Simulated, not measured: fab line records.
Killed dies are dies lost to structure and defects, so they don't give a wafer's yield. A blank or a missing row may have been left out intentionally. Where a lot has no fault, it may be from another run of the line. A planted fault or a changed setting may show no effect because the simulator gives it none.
fab line records -- flow n5Finfet
[record] lots = 9, wafers = 27, lastDay = 21
route steps=1938 shown HKMG_FIN@445 GATE_CUT@470 BEOL_M4@1111
lots that met no fault: taken from a fault-free run of the same line
startH: the number of hours between the record's first day and the start of the first shown wafer of the lot -- waitH: hours since the lot's step before -- " identical to the entry in the row above -- L1.1+2: one row covering several wafers at once -- - either no value or no given start -- * or withheld: withheld -- < > ~ a bound
route shown NAME@n: names a module that has steps shown in the file, with the first one's number in the route -- usual: mean and standard deviation over wafers with no fault -- same: alike in all rows -- chamber/n: place in a boat -- sites: readings site by site -- _std_site: standard deviation across them -- _edge_site: mean of outer sites minus mean of inner sites -- radiusMm: how far each site lies from the wafer's centre -- mask NAME#n: copy n -- behind: the most recent tool/chamber to have shaped the wafer -- hold: why the lot was held/for how many hours/how that ended -- device: names the non-switching transistor (n, p or np) -- end of line: tests of these same wafers at the route's end -- step lacking rows: just its recipe -- killed: the dies lost at the first sort to structure and to defects; this is not the yield of the wafer -- map: dies across one wafer; x = killed, . = not, _ = none there
set.NAME: the setting the step ran with; set.NAME@STEP: the setting that earlier step ran with -- model.NAME: the simulator's own value behind a step, which no gauge read
the route's steps for a sample of lots (tables are steps, rows are wafers)
services: a tool's chamber out of use, with start hour (startH, from the record's first day; less than 0 if before it), hours out, and reason
[[steps]]
[step N5_HKMG_FIN_STRIP_89]
[recipe] chemistry = N2/H2, material = SOC, timeS = 20, powerW = 500, tempC = 40, pressureMtorr = 50, rfFrequencyHz = 6e+07, biasPowerW = 8, h2Frac = 0.5, n2FlowSccm = 300, h2FlowSccm = 300
[usual] drypumpMotorCurrentA = 5.8/0.45, oesProductAu = 0.77/0.099, powerW = 500.0/1.4, rfVppV = 54.4/0.79, showerheadPlenumPTorr = 3.38/0.13, throttleValvePct = 19.2/0.31
lot.wafer,tool,chamber,startH,waitH,drypumpMotorCurrentA,oesProductAu,powerW,rfHoursCounterH,rfVppV,showerheadPlenumPTorr,throttleValvePct
L380.4,rieDiel-02,1,88.23,0.0,5.8,0.77,498.3,135,53.6,3.50,18.9
L380.5,rieDiel-02,3,88.23,0.0,5.6,0.79,501.1,-,53.5,3.24,19.2
L380.6,rieDiel-02,0,88.23,0.0,5.6,0.73,501.9,-,53.8,3.22,18.7
L384.3,rieDiel-05,2,112.26,0.0,5.8,0.72,500.9,199,55.4,3.46,19.1
L384.4,rieDiel-05,0,112.26,0.0,6.4,0.68,498.2,250,53.3,3.45,19.7
L384.5,rieDiel-05,0,112.26,0.0,6.3,0.68,499.1,-,55.4,3.45,19.6
L388.4,rieDiel-02,3,137.95,0.0,5.6,0.78,499.5,130,54.3,3.24,19.2
L388.5,rieDiel-02,2,137.95,0.0,5.7,0.82,500.4,-,55.8,3.54,19.4
L388.6,rieDiel-02,3,137.95,0.0,5.6,0.77,499.9,-,54.2,3.24,19.2
L392.2,rieDiel-02,3,160.66,0.0,5.6,0.77,499.7,140,53.9,3.23,19.2
L392.5,rieDiel-02,0,160.66,0.0,5.6,0.72,498.3,-,54.6,3.21,18.8
L392.6,rieDiel-02,1,160.66,0.0,5.8,0.74,498.8,-,55.4,3.49,19.0
L393.1,rieDiel-05,0,167.17,0.0,6.3,0.94,497.7,12,54.6,3.45,19.3
L393.2,rieDiel-05,3,167.17,0.0,6.6,0.72,499.1,188,56.1,3.47,19.0
L393.3,rieDiel-05,2,167.17,0.0,5.8,0.70,499.2,220,54.5,3.45,19.2
L396.1,rieDiel-04,2,185.32,0.0,5.2,0.70,499.6,214,54.0,3.31,18.8
L396.2,rieDiel-04,1,185.32,0.0,5.6,0.89,501.4,44,55.2,3.28,19.2
L396.5,rieDiel-04,2,185.32,0.0,5.2,0.69,499.3,-,53.8,3.31,18.8
L398.1,rieDiel-04,1,196.21,0.0,5.6,0.89,499.7,49,53.9,3.28,19.2
L398.5,rieDiel-04,3,196.21,0.0,5.1,0.69,500.5,-,54.0,3.44,19.8
L398.6,rieDiel-04,0,196.21,0.0,6.1,0.97,500.0,-,55.2,3.59,18.9
L399.4,rieDiel-04,0,203.72,0.0,6.1,0.96,497.6,11,53.4,3.58,18.9
L399.5,rieDiel-04,3,203.72,0.0,5.1,0.69,500.8,-,53.4,3.44,19.8
L399.6,rieDiel-04,0,203.72,0.0,6.1,0.97,499.5,-,54.3,3.58,18.9
L400.3,rieDiel-05,1,210.45,0.0,5.4,0.94,500.6,12,54.6,3.59,19.3
L400.4,rieDiel-05,0,210.45,0.0,6.3,0.89,499.7,28,52.8,3.44,19.3
L400.6,rieDiel-05,1,210.45,0.0,5.4,0.93,499.9,-,54.7,3.59,19.3
[step N5_HKMG_FIN_ALD_71]
[recipe] material = TiN, targetThkA = 10, tempC = 400, aldPrecursorFamily = TiCl4, aldCoReactant = NH3, pulseTimeS = 1, purgeTimeS = 3, coReactantPurgeTimeS = 2, coReactantPulseTimeS = 2, aldCycles = 47, pressureTorr = 3
[usual] heaterPowerW = 877/98, precursorPulseHeightRel = 1.001/0.021, susceptorTempC = 399.99/0.23
[same] coReactantPulseTimeS = 2
lot.wafer,tool,chamber,startH,waitH,heaterPowerW,precursorPulseHeightRel,susceptorTempC
L380.4,aldMetal-01,1,88.90,0.0,831,0.972,399.85
L380.5,aldMetal-01,0,88.90,0.0,752,1.027,400.02
L380.6,aldMetal-01,1,88.90,0.0,841,0.952,400.16
L384.3,aldMetal-04,1,112.93,0.0,940,0.994,400.35
L384.4,aldMetal-04,3,112.93,0.0,931,1.024,400.11
L384.5,aldMetal-04,0,112.93,0.0,887,0.996,399.68
L388.4,aldMetal-01,1,138.62,0.0,843,1.014,400.09
L388.5,aldMetal-01,0,138.62,0.0,760,1.022,400.13
L388.6,aldMetal-01,1,138.62,0.0,821,0.995,400.51
L392.2,aldMetal-01,0,161.33,0.0,718,1.003,399.76
L392.5,aldMetal-01,0,161.33,0.0,746,1.018,400.03
L392.6,aldMetal-01,1,161.33,0.0,850,1.006,400.19
L393.1,aldMetal-02,0,167.85,0.0,739,1.016,399.64
L393.2,aldMetal-02,3,167.85,0.0,968,0.988,400.11
L393.3,aldMetal-02,2,167.85,0.0,1004,1.012,400.23
L396.1,aldMetal-02,0,186.00,0.0,715,1.016,399.96
L396.2,aldMetal-02,1,186.00,0.0,1020,0.965,399.88
L396.5,aldMetal-02,3,186.00,0.0,982,0.988,399.71
L398.1,aldMetal-02,0,196.88,0.0,719,1.027,399.83
L398.5,aldMetal-02,2,196.88,0.0,978,0.986,399.66
L398.6,aldMetal-02,1,196.88,0.0,1014,1.000,400.24
L399.4,aldMetal-01,0,204.40,0.0,766,0.990,399.81
L399.5,aldMetal-01,0,204.40,0.0,756,0.952,400.04
L399.6,aldMetal-01,3,204.40,0.0,749,1.003,400.24
L400.3,aldMetal-01,1,211.12,0.0,840,1.014,399.77
L400.4,aldMetal-01,0,211.12,0.0,744,1.019,399.88
L400.6,aldMetal-01,0,211.12,0.0,759,1.000,400.29
[step N5_HKMG_FIN_CMP_94]
[recipe] stopOn = SiNx, postCmpClean = wDiluteNh4oh, tOverpolishS = 4.7, downForcePsi = 4, platenRpm = 50.289, padVelocityMS = 1.0006, targetThkNm = 43.299
[usual] headPressurePsi = 4.000/0.01, motorCurrentA = 12.4/1.5, slurryFlowMlMin = 150.1/0.5
lot.wafer,tool,chamber,startH,waitH,headPressurePsi,motorCurrentA,slurryFlowMlMin
L380.4,cmp-01,1,91.08,0.3,4.008,9.2,149.4
L380.6,cmp-01,0,91.08,0.3,3.996,12.3,150.6
L380.5,cmp-01,1,91.08,0.3,4.002,9.8,150.3
L384.3,cmp-04,1,115.06,0.3,3.983,14.8,150.1
L384.4,cmp-04,3,115.06,0.3,3.994,13.2,149.4
L384.5,cmp-04,1,115.06,0.3,3.999,13.4,150.4
L388.4,cmp-01,1,140.86,0.3,4.014,9.3,149.4
L388.5,cmp-01,0,140.86,0.3,4.006,12.7,150.0
L388.6,cmp-01,1,140.86,0.3,4.001,9.2,149.6
L392.2,cmp-04,2,163.58,0.3,4.011,12.1,150.3
L392.6,cmp-04,0,163.58,0.3,4.025,11.9,150.9
L392.5,cmp-04,1,163.58,0.3,4.000,14.5,149.3
L393.2,cmp-01,0,169.95,0.4,2.961,10.8,150.4
L393.1,cmp-01,1,169.95,0.4,2.961,7.5,149.7
L393.3,cmp-01,2,169.95,0.4,2.944,11.7,150.4
L396.2,cmp-01,2,188.16,0.4,2.944,11.5,150.2
L396.1,cmp-01,1,188.16,0.4,2.945,7.7,150.0
L396.5,cmp-01,3,188.16,0.4,2.954,11.0,150.1
L398.1,cmp-04,3,199.24,0.2,3.988,13.7,150.0
L398.5,cmp-04,0,199.24,0.2,4.001,12.1,150.1
L398.6,cmp-04,1,199.24,0.2,4.004,14.8,150.3
L399.4,cmp-04,2,206.56,0.3,3.977,12.3,150.3
L399.6,cmp-04,0,206.56,0.3,3.982,11.4,150.1
L399.5,cmp-04,1,206.56,0.3,3.993,13.7,150.1
L400.4,cmp-02,1,213.32,0.4,3.995,12.4,149.8
L400.3,cmp-02,0,213.32,0.4,3.995,12.3,150.2
L400.6,cmp-02,2,213.32,0.4,4.007,14.2,149.5
[step N5_GATE_CUT_STRIP_59]
[recipe] chemistry = N2/H2, timeS = 20, powerW = 100, tempC = 40, pressureMtorr = 100, rfFrequencyHz = 6e+07, biasPowerW = 3, n2FlowSccm = 300, h2FlowSccm = 300
[usual] drypumpMotorCurrentA = 5.9/0.37, oesProductAu = 0.81/0.087, rfVppV = 45.4/0.84, showerheadPlenumPTorr = 3.37/0.097, throttleValvePct = 12.17/0.22
lot.wafer,tool,chamber,startH,waitH,drypumpMotorCurrentA,oesProductAu,rfHoursCounterH,rfVppV,showerheadPlenumPTorr,throttleValvePct
L380.4,rieDiel-03,2,91.72,0.1,5.9,0.87,24,45.4,3.45,12.03
L380.5,rieDiel-03,3,91.72,0.1,6.2,0.85,-,44.8,3.28,11.87
L380.6,rieDiel-03,2,91.72,0.1,5.9,0.88,-,46.4,3.45,12.03
L384.3,rieDiel-01,3,115.79,0.1,6.1,0.97,6,45.6,3.46,11.88
L384.4,rieDiel-01,1,115.79,0.1,5.6,0.73,214,44.0,3.21,12.60
L384.5,rieDiel-01,2,115.79,0.1,5.7,0.85,-,46.7,3.43,12.28
L388.4,rieDiel-03,0,141.50,0.1,6.0,0.91,26,45.7,3.31,12.12
L388.5,rieDiel-03,1,141.50,0.1,5.2,0.71,-,47.2,3.48,12.18
L388.6,rieDiel-03,0,141.50,0.1,6.0,0.90,-,44.8,3.31,12.12
L392.2,rieDiel-06,1,164.18,0.1,6.3,0.97,6,44.4,3.32,12.05
L392.5,rieDiel-06,1,164.18,0.1,6.3,0.98,-,44.6,3.32,12.07
L392.6,rieDiel-06,2,164.18,0.1,5.5,0.81,-,44.6,3.41,12.04
L393.1,rieDiel-01,2,170.61,0.1,5.7,0.82,69,45.2,3.42,12.34
L393.2,rieDiel-01,3,170.61,0.1,6.1,0.91,25,46.1,3.45,11.93
L393.3,rieDiel-01,1,170.61,0.1,5.6,0.71,233,43.4,3.20,12.64
L396.1,rieDiel-01,2,188.93,0.1,5.7,0.81,75,45.8,3.42,12.35
L396.2,rieDiel-01,1,188.93,0.1,5.6,0.71,239,45.5,3.20,12.65
L396.5,rieDiel-01,3,188.93,0.1,6.1,0.91,-,45.4,3.45,11.93
L398.1,rieDiel-03,2,199.81,0.1,5.9,0.83,59,45.7,3.43,12.11
L398.5,rieDiel-03,2,199.81,0.1,5.9,0.83,-,45.4,3.43,12.12
L398.6,rieDiel-03,3,199.81,0.1,6.2,0.81,-,45.9,3.27,11.97
L399.4,rieDiel-06,3,207.16,0.1,5.8,0.68,240,44.7,3.20,12.26
L399.5,rieDiel-06,1,207.16,0.1,6.3,0.93,-,45.7,3.32,12.10
L399.6,rieDiel-06,0,207.16,0.1,6.5,0.76,-,44.9,3.51,12.28
L400.3,rieDiel-01,0,214.35,0.1,5.4,0.91,21,44.5,3.31,12.04
L400.4,rieDiel-01,1,214.35,0.1,5.6,0.70,247,46.3,3.20,12.66
L400.6,rieDiel-01,3,214.35,0.1,6.1,0.88,-,45.1,3.44,11.96
[step N5_BEOL_M4_RC_MEAS_101]
[usual] DIBL_N = 36.3/1.1, DIBL_P = 36.3/1.4, IOFF_N = 0.155/0.019, IOFF_P = 0.211/0.027, ION_N = 672/8.5, ION_P = 462/5.8, SS_N = 71.5/0.56, SS_P = 73.3/0.52, VT_N = 249.9/2.5, VT_P = -249.8/2.8
lot.wafer,tool,chamber,startH,waitH,DIBL_N[mV/V],DIBL_P[mV/V],IOFF_N[nA/um],IOFF_P[nA/um],ION_N[uA/um],ION_P[uA/um],SS_N[mV/dec],SS_P[mV/dec],VT_N[mV],VT_P[mV]
L380.4,prober-01,0,228.86,0.5,35.6,36.9,0.152,0.178,669,451,71.1,73.6,248.7,-253.7
L380.5,prober-01,0,228.86,0.5,34.9,35.4,0.134,0.170,670,456,71.3,73.3,249.2,-252.4
L380.6,prober-01,0,228.86,0.5,35.7,35.9,0.153,0.178,671,455,72.0,73.3,251.5,-253.4
L384.3,prober-01,0,257.20,0.3,38.0,36.8,0.165,0.207,667,454,71.7,73.4,248.1,-253.2
L384.4,prober-01,0,257.20,0.3,37.0,36.1,0.151,0.196,676,456,70.8,72.4,249.1,-252.9
L384.5,prober-01,0,257.20,0.3,37.8,36.5,0.166,0.200,680,455,71.3,73.5,249.3,-253.1
L388.4,prober-02,0,322.57,0.5,36.8,35.7,0.137,0.201,677,467,70.4,72.5,250.5,-250.7
L388.5,prober-02,0,322.57,0.5,37.9,37.1,0.163,0.222,675,468,71.6,73.2,249.0,-246.1
L388.6,prober-02,0,322.57,0.5,37.7,37.4,0.156,0.216,672,461,71.7,74.0,248.3,-251.8
L392.2,prober-02,0,355.04,0.2,36.0,35.6,0.151,0.238,667,468,71.7,73.2,248.3,-246.1
L392.5,prober-02,0,355.04,0.2,34.5,33.9,0.128,0.210,662,464,70.8,72.8,253.7,-245.9
L392.6,prober-02,0,355.04,0.2,36.7,36.1,0.169,0.253,682,467,71.6,72.9,245.5,-243.8
L399.4,prober-01,0,368.66,0.5,34.9,37.6,0.168,0.241,668,470,70.4,73.3,247.3,-247.3
L399.5,prober-01,0,368.66,0.5,34.3,36.8,0.150,0.235,673,472,71.7,73.1,249.5,-244.4
L399.6,prober-01,0,368.66,0.5,34.9,36.6,0.157,0.232,665,465,71.8,72.6,251.7,-248.7
L396.1,prober-02,0,385.35,0.0,38.3,37.3,0.176,0.236,677,462,71.2,73.9,245.9,-248.3
L396.2,prober-02,0,385.35,0.0,37.5,35.8,0.154,0.206,680,465,71.6,73.1,252.5,-249.6
L396.5,prober-02,0,385.35,0.0,36.9,35.6,0.149,0.204,669,457,71.5,73.6,250.5,-249.6
L398.1,prober-02,0,390.06,0.0,36.5,36.4,0.150,0.210,676,466,71.5,72.9,250.0,-250.0
L398.5,prober-02,0,390.06,0.0,40.0,40.9,0.228,0.301,699,479,72.5,74.0,242.9,-244.8
L398.6,prober-02,0,390.06,0.0,37.1,37.2,0.171,0.236,677,471,71.1,73.1,246.3,-247.0
L393.1,prober-01,0,391.32,0.0,35.9,36.9,0.156,0.221,670,460,70.8,73.5,250.6,-248.0
L393.2,prober-01,0,391.32,0.0,34.9,36.0,0.146,0.203,679,467,71.2,73.0,247.6,-249.4
L393.3,prober-01,0,391.32,0.0,35.3,36.3,0.161,0.217,665,463,71.5,72.8,248.6,-246.2
L400.3,prober-01,0,401.12,0.3,35.6,35.2,0.158,0.210,682,464,72.1,73.3,248.2,-248.4
L400.4,prober-01,0,401.12,0.3,36.3,34.7,0.159,0.200,666,459,72.0,73.4,249.2,-250.9
L400.6,prober-01,0,401.12,0.3,36.0,35.2,0.158,0.205,675,458,71.3,73.0,249.8,-249.2
[[services]]
tool,chamber,startH,hours,kind
cmp-04,-,66.87,3.8,pm
cmp-01,-,69.52,5.3,pm
cmp-01,-,74.85,1.1,repair
aldMetal-01,-,78.26,2.8,pm
rieDiel-04,3,81.15,6.9,repair
rieDiel-03,-,82.64,0.7,repair
cmp-01,-,84.98,1.5,repair
cmp-01,-,87.00,1.8,repair
aldMetal-02,3,103.42,3.8,repair
rieDiel-03,3,106.94,1.8,repair
cmp-01,-,115.21,8.2,repair
cmp-04,-,116.21,6.9,pm
rieDiel-03,0,125.34,6.0,repair
rieDiel-05,1,126.71,2.8,repair
cmp-01,-,130.49,4.0,pm
rieDiel-05,2,144.20,3.8,repair
rieDiel-01,2,154.65,6.9,repair
aldMetal-01,2,159.40,2.7,repair
cmp-02,-,163.22,4.0,repair
aldMetal-02,-,169.02,2.6,repair
rieDiel-05,-,172.97,2.8,pm
cmp-04,-,187.56,0.4,repair
rieDiel-01,0,189.86,5.1,repair
rieDiel-01,2,208.89,1.8,repair
[[key]]
[firstSign] step = N5_HKMG_FIN_CMP_94, reading = headPressurePsi, direction = down, sigmas = 99+, usual = 4.000, struck = 2.952
[effect] step = N5_HKMG_FIN_CMP_94, reading = motorCurrentA, direction = down, sigmas = 1.6, usual = 12.4, struck = 10.0
metAt N5_HKMG_FIN_CMP_94
struckLots L393,L396
notActingAt N5_HKMG_FIN_STRIP_89,N5_HKMG_FIN_ALD_71,N5_GATE_CUT_STRIP_59
onsetBetween 140.86 169.95
[fault] kind = processParameterDrift, tool = cmp-01, chamber = -, onsetH = 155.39, steps = N5_HKMG_FIN_CMP_94, channel = downForcePsi, offset = -1.0455, shape = step, endH = 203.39, actsIn = theseRecipesOnly, stated = 4
